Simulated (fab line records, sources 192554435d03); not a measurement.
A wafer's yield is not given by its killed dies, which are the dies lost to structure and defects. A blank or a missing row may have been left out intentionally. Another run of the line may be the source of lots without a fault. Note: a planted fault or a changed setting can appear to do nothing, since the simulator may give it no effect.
A lot that was struck, set against a sound lot + flow n5-finfet + 15 out of 1938 route steps
Sound: the wafers L907.1, L907.2, L907.4. Wafers L903.1, L903.5, L903.6 were the ones struck. The cause comes at the end.
Per side, at each step with rows, come the tool, then ch with its chambers, and then its first start. Under that, the readings that differ: sound wafers + struck wafers + difference of the means + sigmas: that difference in standard deviations of wafers without a fault.
alike: readings with means less than 2 such deviations apart, plus words and numbers identical on both sides. not compared: withheld readings, readings lacking a value on some wafer, bounds such as >300 that could conceal the same value, and numbers that have no deviation in the record and whose values overlap.
The two part at a step that has a row with sigmas, a row that says differs or no value, or rows on one side only. Numbers that have no deviation but don't overlap get no sigmas and don't part them. A reading missing from all wafers of one side parts the sides only when that side holds two or more wafers.

first, 8 steps without rows for these wafers: N5_BEOL_M5_COAT_60 (time 60 s, resist thk 12 nm); N5_BEOL_M5_COAT_71 (time 60 s, resist thk 5 nm); N5_BEOL_M5_COAT_05 (resist thk 30 nm); N5_BEOL_M5_EBR_07; N5_BEOL_M5_SOFTBAKE_06 (time 60 s); N5_BEOL_M5_EXPOSE_08 (exposes mask M5, target cd 28 nm); N5_BEOL_M5_PEB_09 (peb time 60 s); N5_BEOL_M5_DEVELOP_10 (develop time 30 s).
N5_BEOL_M5_CD_MEAS_11: target cd 27.74 nm.
  sound on cd-sem-02 ch 0, day 13 04:53; struck on cd-sem-02 ch 0, day 11 19:37
  alike: cd-nm
N5_BEOL_M5_OVL_MEAS_12:
  sound on overlay-02 ch 0, day 13 04:55; struck on overlay-01 ch 0, day 11 19:38
  alike: M5_OVL
N5_BEOL_M5_INSPECT_13: inspects for defects (brightfield).
  struck on defect-inspect-02, day 11 19:42; sound on defect-inspect-01, day 13 04:59
  alike: raw-defect-count
N5_BEOL_M5_DESCUM_16: chemistry O2, time 7 s.
  sound on rie-diel-03 ch 0,1,3, day 13 05:40; struck on rie-diel-04 ch 0,1,3, day 11 19:44
  alike: drypump-motor-current-A, oes-product-au, rf-vpp-V, showerhead-plenum-p-Torr, throttle-valve-pct
  not compared: rf-hours-counter-h
N5_BEOL_M5_ETCH_72: etches underlayer in N2/H2, target depth 6.5 nm, time 5.2 s.
  sound on rie-diel-03 ch 0,1,3, day 13 05:42; struck on rie-diel-04 ch 0,1,3, day 11 19:46
| reading      | sound             | struck            | difference | sigmas |
|--------------|-------------------|-------------------|------------|--------|
| bias-w (W)   | 149.9 149.8 150.2 | 159.5 159.4 158.7 | +9.2       | +21    |
| rf-vpp-V (V) | 522 520 520       | 546 546 542       | +24        | +8     |
  alike: drypump-motor-current-A, etch-rf-on-time-s, oes-product-au, showerhead-plenum-p-Torr, throttle-valve-pct
  not compared: rf-hours-counter-h
N5_BEOL_M5_ETCH_61: etches SiARC in CF4, target depth 15.6 nm, time 26 s.
  sound on rie-diel-03 ch 0,1,3, day 13 05:43; struck on rie-diel-04 ch 0,1,3, day 11 19:47
  alike: bias-w, drypump-motor-current-A, etch-rf-on-time-s, oes-product-au, rf-vpp-V, showerhead-plenum-p-Torr, throttle-valve-pct
  not compared: rf-hours-counter-h
-- a jump in the record: the struck wafers' starts before and after are 5 days apart (it breaks off in module BEOL_M5 and resumes in module PASSIVATION, where the first step shown is number 1936 of the route) --
N5_PASSIVATION_PROBE_49:
  struck on prober-01, day 16 13:55; sound on prober-02, day 17 09:37
| reading              | sound    | struck | difference | sigmas |
|----------------------|----------|--------|------------|--------|
| sort_bin_8_speed (%) | 0.08 0 0 | 0 0 0  | +0         | -3     |
  alike: defect-limited-yield, killed_at_M0_to_M3, killed_at_M4_up, killed-at-contacts, killed-at-front-end, killed-at-other, killed-dies, killed-open, killed-short, sort_bin_5_function, sort_bin_6_memory, sort-n-pass, sort-yield-pct

== WHERE THEY PART ==
Last at N5_PASSIVATION_PROBE_49 as far as this record goes, first at N5_BEOL_M5_ETCH_72.

WHY: what had been put in by the simulator
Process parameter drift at N5_BEOL_M5_ETCH_72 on rie-diel-04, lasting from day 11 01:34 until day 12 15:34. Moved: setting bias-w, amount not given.
